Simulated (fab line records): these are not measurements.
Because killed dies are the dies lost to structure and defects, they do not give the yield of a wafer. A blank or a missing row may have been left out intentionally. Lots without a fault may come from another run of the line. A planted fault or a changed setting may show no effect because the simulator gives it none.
Comparing a struck lot with a sound one -- flow nand_harc -- 15 out of 1302 route steps
Sound: the wafers L113.1, L113.5, L113.6. Struck: wafers L116.2, L116.3, L116.4. The cause is given at the end.
Order at every step that has rows: each side's tool, ch and its chambers, its first start. Under that, the readings that differ: sound wafers -- struck wafers -- difference of the means -- sigmas: that difference in standard deviations of wafers without a fault.
alike: same words and numbers on both sides, and readings whose means sit less than 2 such deviations apart. not compared: any withheld reading, any reading some wafer has no value for, any bound like >300 that may hide the same value, and any number with overlapping values for which the record gives no deviation.
Wherever a step has rows on one side only, a row that says differs or no value, or a row with sigmas, the two part there. Numbers that don't overlap but have no deviation are shown without sigmas and don't part them. A reading that every wafer of one side lacks parts them only if that side has two wafers or more.

first, 4 steps without rows for these wafers: NHARC_P_M0_EBR_05; NHARC_P_M0_EXPOSE_06 (exposes mask P M0, target cd 90 nm); NHARC_P_M0_PEB_07 (peb time 65 s); NHARC_P_M0_DEVELOP_08 (develop time 35 s).
NHARC_P_M0_CD_MEAS_09: the cd target is 90 nm.
  sound on cd_sem-02 ch 0, day 8 22:59; struck on cd_sem-03 ch 0, day 10 11:48
  alike: cd_nm
NHARC_P_M0_OVL_MEAS_10: pitch 180 nm.
  sound on overlay-02, day 8 23:05; struck on overlay-01, day 10 11:53
  alike: overlay_x_nm, overlay_y_nm
NHARC_P_M0_INSPECT_11:
  sound on defect_inspect-02, day 8 23:07; struck on defect_inspect-01, day 10 11:55
  alike: raw_defect_count
NHARC_P_M0_DESCUM_14: chemistry O2, time 3 s.
  sound on rie_diel-01 ch 0,1,2, day 8 23:11; struck on rie_diel-04 ch 1,2,3, day 10 11:59
  alike: drypump_motor_current_A, oes_product_au, rf_vpp_V, showerhead_plenum_p_Torr, throttle_valve_pct
  not compared: rf_hours_counter_h
NHARC_P_M0_ETCH_34: etches the open film in N2/H2, target depth 40 nm, overetch 12 nm, time 43.94 s.
  sound on rie_diel-01 ch 1,2, day 8 23:16; struck on rie_diel-04 ch 0,2,3, day 10 12:04
  alike: drypump_motor_current_A, oes_product_au, rf_vpp_V, showerhead_plenum_p_Torr, throttle_valve_pct
  not compared: rf_hours_counter_h
NHARC_P_M0_ETCH_15: etches the open film in C4F8/Ar, target depth 150 nm, overetch 15 nm, time 82.5 s.
  sound: rie_diel-01 ch 0,1,2; struck: rie_diel-04 ch 0,1,3
  alike: oes_product_au, rf_vpp_V
  not compared: rf_hours_counter_h
NHARC_P_M0_CD_MEAS_16:
  sound on cd_sem-01, day 8 23:29; struck on cd_sem-02, day 10 12:17
  alike: cd_nm
NHARC_P_M0_STRIP_18: strips in N2/H2.
  sound on rie_diel-04 ch 1,2, day 8 23:33; struck on rie_diel-01 ch 0,2,3, day 10 12:23
  alike: chamber_pressure_mTorr, drypump_motor_current_A, oes_product_au, rf_vpp_V, showerhead_plenum_p_Torr, throttle_valve_pct
  not compared: rf_hours_counter_h
NHARC_P_M0_STRIP_19: strips in post etch residue remover, time 600 s.
  sound on wet_bench-09 ch 3,5,6, day 8 23:50; struck on wet_bench-06 ch 1,3,7, day 10 12:38
  no value came back on the struck wafers for bath_heat_duty_pct (%), run_length_s (s); on the sound wafers bath_heat_duty_pct (%) reads 11.8 10.8 11.4
NHARC_P_M0_DEGAS_28: time 60 s.
  sound on pvd_sputter-02, day 9 00:07; struck on pvd_sputter-02, day 10 12:54
  alike: heater_power_w
-- break in the record here, with 18 days between the starts of the struck wafers on either side (left off in module P_M0, picked up again in module END, where the first step shown is number 1302 on the route) --
NHARC_END_SORT_01:
  sound on prober-02 ch 0, day 27 01:10; struck on prober-02 ch 0, day 28 08:04
  alike: defect_limited_yield, killed_at_array, killed_at_other, killed_at_periphery, killed_dies, killed_open, killed_short

== WHERE THEY PART ==
Within this record, at NHARC_P_M0_STRIP_19 only. Later steps at which nothing parts them and some readings are alike: NHARC_P_M0_DEGAS_28, NHARC_END_SORT_01.

WHY: the cause the simulator had injected
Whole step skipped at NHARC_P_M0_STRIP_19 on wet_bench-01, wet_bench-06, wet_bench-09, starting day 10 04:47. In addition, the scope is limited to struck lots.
